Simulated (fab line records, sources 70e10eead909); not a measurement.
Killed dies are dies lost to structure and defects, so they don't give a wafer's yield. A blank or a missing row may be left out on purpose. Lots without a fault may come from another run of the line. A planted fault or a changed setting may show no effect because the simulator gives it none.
One fault seen from 2 desks | flow nand_harc | each desk has only its own numbers; what lay behind them comes last

THE METROLOGY DESK
What the gauges read, lot by lot, whatever tool the lot ran on: means of the sampled wafers that have a number. A lot is out of limits, marked OUT, if its mean lies more than 4 standard deviations from the usual mean; the brackets give that distance.
Columns: A = cd_nm at NHARC_P_GATE_CD_MEAS_46, usual 721.3 nm
lot  | first seen here | A
L983 | day 5 19:05     | 721.2
L984 | day 6 06:28     | 721.2
L986 | day 7 08:37     | 718.9
L989 | day 8 09:52     | 720.3
L995 | day 11 01:38    | 786.2 (+34) OUT
L996 | day 11 13:31    | 756.6 (+19) OUT
L997 | day 11 15:31    | 765.0 (+23) OUT
L100 | day 13 02:14    | 721.2
L101 | day 13 13:41    | 722.4
L103 | day 14 05:50    | 724.7
L102 | day 14 06:13    | 721.1
L105 | day 15 02:41    | 720.0
This desk's finding: out of limits on L995, L996, L997; first on L995, day 11 01:38 (cd_nm at NHARC_P_GATE_CD_MEAS_46). In limits: L983, L984, L986, L989, L100, L101, L103, L102, L105.

THE TOOL OWNER'S DESK: krf_scanner-01
The tool's own readings at NHARC_P_GATE_EXPOSE_43 (exposes mask P NSD, target cd 720 nm): means of the sampled wafers that have a number, for each lot that ran on this tool. A lot is out of limits, marked OUT, if its mean lies more than 4 standard deviations from the usual mean; the brackets give that distance.
Columns: A = exposure_dose_mJ_cm2 at NHARC_P_GATE_EXPOSE_43, usual 14.813
lot  | first seen here | A
L989 | day 8 09:43     | 14.836
L995 | day 11 01:28    | 14.816
L996 | day 11 13:22    | 14.820
L997 | day 11 15:21    | 14.817
L103 | day 14 05:41    | 14.810
L105 | day 15 02:32    | 14.809
This desk's finding: nothing out of limits on any of the 6 lots.

PUT TOGETHER
The metrology desk could have raised an alarm at day 11 01:38, on L995, L996, L997.
The tool owner's desk saw nothing out of limits.
The tool owner's desk has L995, L996, L997 on record, within its limits.
Of the lots named, all ran NHARC_P_GATE_EXPOSE_43 on krf_scanner-01.

WHAT THE SIMULATOR HAD PUT IN
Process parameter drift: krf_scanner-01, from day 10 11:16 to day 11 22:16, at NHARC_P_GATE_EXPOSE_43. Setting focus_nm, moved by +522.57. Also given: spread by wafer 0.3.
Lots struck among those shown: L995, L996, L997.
Hours from the fault's start to each desk's first reading out of limits: the metrology desk, 14.
